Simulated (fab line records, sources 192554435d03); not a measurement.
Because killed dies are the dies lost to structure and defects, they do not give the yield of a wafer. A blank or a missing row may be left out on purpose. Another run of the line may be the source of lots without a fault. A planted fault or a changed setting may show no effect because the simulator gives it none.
Which tool did it?	flow n5 finfet	11 lots, 28 wafers sampled, at 4 steps of a route of 1938

WHAT EACH GAUGE READ, for each wafer
N5_BEOL_M0_RS_MEAS_126: uses a four-point probe to measure.
lot	measured	on	M0_RS (ohm/sq)
L673	day 6 02:29	film metro-02	0.530 0.518
L678	day 7 18:13	film metro-02	0.532 0.530 0.536
L677	day 7 18:22	film metro-02	0.567 0.537 0.564
L680	day 8 04:26	film metro-01	0.540 0.544 0.534
L681	day 8 03:49	film metro-01	0.569 0.558 0.543
L682	day 8 15:04	film metro-01	0.522 0.515
L684	day 9 03:31	film metro-01	0.559 0.552 0.571
L687	day 9 18:41	film metro-02	0.380 0.549
L688	day 10 01:00	film metro-02	0.534 0.376
L692	day 11 07:38	film metro-02	0.542 0.381
L695	day 11 21:22	film metro-02	0.540 0.534 0.551

WHICH TOOL RAN EACH LOT (tool, then ch and the chambers of the sampled wafers, then the start)
lot	N5_BEOL_M0_SAQP_ILD_DEP_01	N5_BEOL_M0_ANNEAL_117	N5_BEOL_M0_SPUTTER_134
L673	pecvd-03 ch 0,1, day 5 14:14	pvd sputter-03, day 6 01:09	pvd sputter-03, day 6 01:19
L678	pecvd-04 ch 0,1,2, day 7 01:52	pvd sputter-03, day 7 16:20	pvd sputter-03, day 7 16:29
L677	pecvd-01 ch 0,1,2, day 7 04:52	pvd sputter-03, day 7 16:46	pvd sputter-03, day 7 16:56
L680	pecvd-04 ch 0,2, day 7 11:59	pvd sputter-02, day 8 02:58	pvd sputter-02, day 8 03:07
L681	pecvd-01 ch 0,1, day 7 15:37	pvd sputter-02, day 8 02:29	pvd sputter-02, day 8 02:38
L682	pecvd-04 ch 1,2, day 8 00:43	pvd sputter-03, day 8 13:39	pvd sputter-03, day 8 13:49
L684	pecvd-04 ch 1,2, day 8 11:31	pvd sputter-01, day 9 02:11	pvd sputter-01, day 9 02:20
L687	pecvd-04 ch 1,2, day 9 05:50	pvd sputter-01, day 9 17:04	pvd sputter-01, day 9 17:14
L688	pecvd-04 ch 0,1, day 9 09:17	pvd sputter-02, day 9 23:35	pvd sputter-02, day 9 23:45
L692	pecvd-04 ch 1,2, day 10 17:13	pvd sputter-01, day 11 06:19	pvd sputter-01, day 11 06:28
L695	pecvd-01 ch 1,2, day 11 06:20	pvd sputter-01, day 11 19:58	pvd sputter-01, day 11 20:08
- N5_BEOL_M0_SAQP_ILD_DEP_01: deposits SiOC from DEMS/O2, target thk 45.419 nm, time 8.7 s.
- N5_BEOL_M0_ANNEAL_117: time 60 s.
- N5_BEOL_M0_SPUTTER_134: material Cu, target thk 4 nm, time 7.37 s.

THE ANSWER, worked out from the rows above alone
Rule: what is usual is taken from the lots themselves. The widest of any qualifying gaps counts: lots, ordered by their means at a reading, are off when they make up no more than a third of the lots, leave a main group of 4 or more, and stand apart from it by 3 or more times the standard deviation of that group's means. Not used: any main group whose means are identical at the precision the tables above print for the reading. A lot without any number at a reading at which 4 lots or more have one is off too. All remaining lots with rows at the step are treated as sound.
Off: L687, L688, L692, at N5_BEOL_M0_RS_MEAS_126 (M0_RS). For the main group the mean is 0.541 ohm/sq and the standard deviation 0.015.
If a tool, at a process step before that reading, ran all the lots that are off and no sound lot after the first of them, it fits. Those tools and the gauges at N5_BEOL_M0_RS_MEAS_126 are tried in the same way. One fits: pecvd-04 at N5_BEOL_M0_SAQP_ILD_DEP_01. Its last sound lot is L684 (day 8 11:31), its first lot that is off L687 (day 9 05:50): a fault that began between those two fits.

WHAT THE SIMULATOR PUT IN
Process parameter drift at N5_BEOL_M0_SAQP_ILD_DEP_01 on pecvd-04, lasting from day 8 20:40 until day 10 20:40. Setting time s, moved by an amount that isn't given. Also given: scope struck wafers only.
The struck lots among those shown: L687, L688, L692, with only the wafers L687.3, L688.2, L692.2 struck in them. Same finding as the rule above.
